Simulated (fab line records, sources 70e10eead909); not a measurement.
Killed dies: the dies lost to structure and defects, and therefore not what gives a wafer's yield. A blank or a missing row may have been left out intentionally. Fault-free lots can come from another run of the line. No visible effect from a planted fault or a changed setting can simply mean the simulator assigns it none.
Comparing a struck lot with a sound one + flow nandHarc + 14 steps out of a route of 1159
Sound: the wafers L824.3, L824.4, L824.5. Wafers L813.1, L813.5, L813.6 were the ones struck. The cause is named last.
For every step that has rows: the tool of each side, followed by ch and its chambers, followed by its first start. Under that, the readings that differ: sound wafers + struck wafers + difference of the means + sigmas: that difference in standard deviations of wafers without a fault.
alike: a reading whose means differ by less than 2 such deviations, as well as words and numbers matching on both sides. not compared: withheld readings; readings where some wafer has no value; bounds like >300 that might hide an equal value; numbers whose values overlap and for which the record gives no deviation.
The two part at a step that has a row with sigmas, a row that says differs or no value, or rows on one side only. Numbers that have no deviation but don't overlap get no sigmas and don't part them. Lack of a reading on every wafer of one side parts them only where that side has two or more wafers.

NHARC_P_M2_PRE_CLEAN_32: time 12 s.
  sound on pecvd-03 ch 0,2, day 10 19:56; struck on pecvd-03 ch 1,2, day 8 08:50
  alike: heaterPowerW
  not compared: sinceWetCleanH
NHARC_P_M2_DEP_33: deposits SiCN, target thk 30 nm.
  sound on pecvd-03 ch 0,2, day 10 20:09; struck on pecvd-03 ch 1,2, day 8 08:55
  alike: heaterPowerW
  not compared: sinceWetCleanH
NHARC_P_BONDPAD_DEP_00: deposits SiCN, target thk 250 nm.
  sound on pecvd-04 ch 0,1, day 10 20:34; struck on pecvd-04 ch 0,1,2, day 8 09:22
  alike: heaterPowerW
  not compared: sinceWetCleanH
NHARC_P_BONDPAD_CMP_32: polishes SiCN, target thk 200 nm.
  sound on cmp-01 ch 0,1,2, day 10 21:00; struck on cmp-03 ch 1,2,3, day 8 09:47
  alike: motorCurrentA
  not compared: padLifeWafers
NHARC_P_BONDPAD_THK_MEAS_33: measures by ellipsometry.
  sound on filmMetro-01 at day 10 21:13; struck on filmMetro-01 at day 8 09:59
  alike: thkNm
then, 7 steps without rows for these wafers: NHARC_P_BONDPAD_SRD_34; NHARC_P_BONDPAD_DEHYDRATE_01 (time 120 s); NHARC_P_BONDPAD_HMDS_02 (time 30 s); NHARC_P_BONDPAD_COAT_36 (time 65 s); NHARC_P_BONDPAD_COAT_03 (resist thk 600 nm); NHARC_P_BONDPAD_SOFTBAKE_04 (time 70 s); NHARC_P_BONDPAD_EBR_05.
NHARC_P_BONDPAD_EXPOSE_06: exposes mask P BPAD.
  struck on krfScanner-01, day 8 10:16; sound on krfScanner-04 ch 0, day 10 21:38
  no value came back on the struck wafers for exposureDoseMJCm2, focusOffsetNm (nm); on the sound wafers exposureDoseMJCm2 reads 37.00 36.96 37.02
  alike: mask
then, 1 step without rows for these wafers: NHARC_P_BONDPAD_PEB_07 (peb time 80 s).

## WHERE THEY PART
Only at NHARC_P_BONDPAD_EXPOSE_06, within this record.

WHY: what had been put in by the simulator
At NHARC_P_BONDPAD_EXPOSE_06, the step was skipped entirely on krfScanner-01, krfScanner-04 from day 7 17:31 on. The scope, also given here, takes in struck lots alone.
